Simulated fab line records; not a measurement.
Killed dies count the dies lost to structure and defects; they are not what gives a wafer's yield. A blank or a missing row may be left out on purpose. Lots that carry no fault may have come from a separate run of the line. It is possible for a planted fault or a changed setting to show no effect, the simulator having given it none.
Chamber matching :: flow n5Finfet :: N5_FIN_CUT_DESCUM_13 on rieDiel-06: 4 sister chambers
The step chemistry O2, time 7 s. 22 wafers are shown with their chamber, then 11 later ones without.

WAFERS PAIRED WITH THEIR CHAMBERS
wafer: L074.2
chamber: 1
drypumpMotorCurrentA (A): 6.6
throttleValvePct (%): 20.27
showerheadPlenumPTorr (Torr): 1.96

wafer: L074.3
chamber: 3
drypumpMotorCurrentA (A): 6.5
throttleValvePct (%): 20.19
showerheadPlenumPTorr (Torr): 2.19

wafer: L074.4
chamber: 2
drypumpMotorCurrentA (A): 5.9
throttleValvePct (%): 20.62
showerheadPlenumPTorr (Torr): 2.07

wafer: L075.2
chamber: 3
drypumpMotorCurrentA (A): 6.5
throttleValvePct (%): 20.19
showerheadPlenumPTorr (Torr): 2.19

wafer: L075.4
chamber: 0
drypumpMotorCurrentA (A): 5.1
throttleValvePct (%): 20.31
showerheadPlenumPTorr (Torr): 2.00

wafer: L075.5
chamber: 2
drypumpMotorCurrentA (A): 5.9
throttleValvePct (%): 20.61
showerheadPlenumPTorr (Torr): 2.07

wafer: L076.1
chamber: 3
drypumpMotorCurrentA (A): 6.5
throttleValvePct (%): 20.19
showerheadPlenumPTorr (Torr): 2.19

wafer: L076.3
chamber: 2
drypumpMotorCurrentA (A): 5.9
throttleValvePct (%): 20.62
showerheadPlenumPTorr (Torr): 2.07

wafer: L076.4
chamber: 2
drypumpMotorCurrentA (A): 5.9
throttleValvePct (%): 20.62
showerheadPlenumPTorr (Torr): 2.07

wafer: L079.1
chamber: 1
drypumpMotorCurrentA (A): 6.6
throttleValvePct (%): 19.90
showerheadPlenumPTorr (Torr): 2.22

wafer: L079.3
chamber: 0
drypumpMotorCurrentA (A): 5.2
throttleValvePct (%): 20.31
showerheadPlenumPTorr (Torr): 2.00

wafer: L079.5
chamber: 0
drypumpMotorCurrentA (A): 5.1
throttleValvePct (%): 20.32
showerheadPlenumPTorr (Torr): 2.00

wafer: L080.1
chamber: 3
drypumpMotorCurrentA (A): 6.5
throttleValvePct (%): 20.19
showerheadPlenumPTorr (Torr): 2.19

wafer: L080.2
chamber: 0
drypumpMotorCurrentA (A): 5.2
throttleValvePct (%): 20.31
showerheadPlenumPTorr (Torr): 2.00

wafer: L080.4
chamber: 1
drypumpMotorCurrentA (A): 6.6
throttleValvePct (%): 19.94
showerheadPlenumPTorr (Torr): 2.22

wafer: L081.1
chamber: 0
drypumpMotorCurrentA (A): 5.1
throttleValvePct (%): 20.32
showerheadPlenumPTorr (Torr): 2.00

wafer: L081.2
chamber: 2
drypumpMotorCurrentA (A): 5.9
throttleValvePct (%): 20.62
showerheadPlenumPTorr (Torr): 2.07

wafer: L081.3
chamber: 3
drypumpMotorCurrentA (A): 6.4
throttleValvePct (%): 20.21
showerheadPlenumPTorr (Torr): 2.19

wafer: L083.1
chamber: 1
drypumpMotorCurrentA (A): 6.6
throttleValvePct (%): 19.92
showerheadPlenumPTorr (Torr): 2.22

wafer: L083.2
chamber: 0
drypumpMotorCurrentA (A): 5.1
throttleValvePct (%): 20.31
showerheadPlenumPTorr (Torr): 2.00

wafer: L083.4
chamber: 3
drypumpMotorCurrentA (A): 6.5
throttleValvePct (%): 20.22
showerheadPlenumPTorr (Torr): 2.19

wafer: L090.1
chamber: 1
drypumpMotorCurrentA (A): 6.6
throttleValvePct (%): 19.95
showerheadPlenumPTorr (Torr): 2.21

SIGNATURES (means of the wafers above)
reading: drypumpMotorCurrentA
chamber 0: 5.133
chamber 1: 6.600
chamber 2: 5.900
chamber 3: 6.483
scatter within a chamber: 0.0347

reading: throttleValvePct
chamber 0: 20.3133
chamber 1: 19.9960
chamber 2: 20.6180
chamber 3: 20.1983
scatter within a chamber: 0.0732

reading: showerheadPlenumPTorr
chamber 0: 2.0000
chamber 1: 2.1660
chamber 2: 2.0700
chamber 3: 2.1900
scatter within a chamber: 0.0543
Rule: a wafer lies at a distance from a chamber equal to the root of the sum of squares, over the readings, of (its reading less the chamber's mean, divided by the reading's scatter). The wafer belongs to the nearest chamber; if the next one is less than 2 further off, it can't be placed. How the scatter is found: for the shown wafers, subtract from each reading the mean of its chamber, square and add these, divide the total by (wafers less chambers), then take the root.

WAFERS WITH NO CHAMBER GIVEN
wafer: L090.3
drypumpMotorCurrentA (A): 5.1
throttleValvePct (%): 20.33
showerheadPlenumPTorr (Torr): 1.99

wafer: L090.5
drypumpMotorCurrentA (A): 6.6
throttleValvePct (%): 19.96
showerheadPlenumPTorr (Torr): 2.21

wafer: L091.2
drypumpMotorCurrentA (A): 5.9
throttleValvePct (%): 20.63
showerheadPlenumPTorr (Torr): 2.06

wafer: L091.3
drypumpMotorCurrentA (A): 6.6
throttleValvePct (%): 19.96
showerheadPlenumPTorr (Torr): 2.21

wafer: L091.4
drypumpMotorCurrentA (A): 6.5
throttleValvePct (%): 20.24
showerheadPlenumPTorr (Torr): 2.18

wafer: L092.1
drypumpMotorCurrentA (A): 6.6
throttleValvePct (%): 19.95
showerheadPlenumPTorr (Torr): 2.21

wafer: L092.2
drypumpMotorCurrentA (A): 6.5
throttleValvePct (%): 20.24
showerheadPlenumPTorr (Torr): 2.18

wafer: L092.5
drypumpMotorCurrentA (A): 6.6
throttleValvePct (%): 19.96
showerheadPlenumPTorr (Torr): 2.21

wafer: L093.2
drypumpMotorCurrentA (A): 6.6
throttleValvePct (%): 19.95
showerheadPlenumPTorr (Torr): 2.21

wafer: L093.4
drypumpMotorCurrentA (A): 5.9
throttleValvePct (%): 20.65
showerheadPlenumPTorr (Torr): 2.06

wafer: L093.6
drypumpMotorCurrentA (A): 6.6
throttleValvePct (%): 19.96
showerheadPlenumPTorr (Torr): 2.21

CHAMBER TAKEN BY EACH
wafer: L090.3
from the rows above: 0
in truth: 0

wafer: L090.5
from the rows above: 1
in truth: 1

wafer: L091.2
from the rows above: 2
in truth: 2

wafer: L091.3
from the rows above: 1
in truth: 1

wafer: L091.4
from the rows above: 3
in truth: 3

wafer: L092.1
from the rows above: 1
in truth: 1

wafer: L092.2
from the rows above: 3
in truth: 3

wafer: L092.5
from the rows above: 1
in truth: 1

wafer: L093.2
from the rows above: 1
in truth: 1

wafer: L093.4
from the rows above: 2
in truth: 2

wafer: L093.6
from the rows above: 1
in truth: 1
Placed correctly: 11 of 11. From these rows, 0 cannot be placed. Wrongly placed: 0.
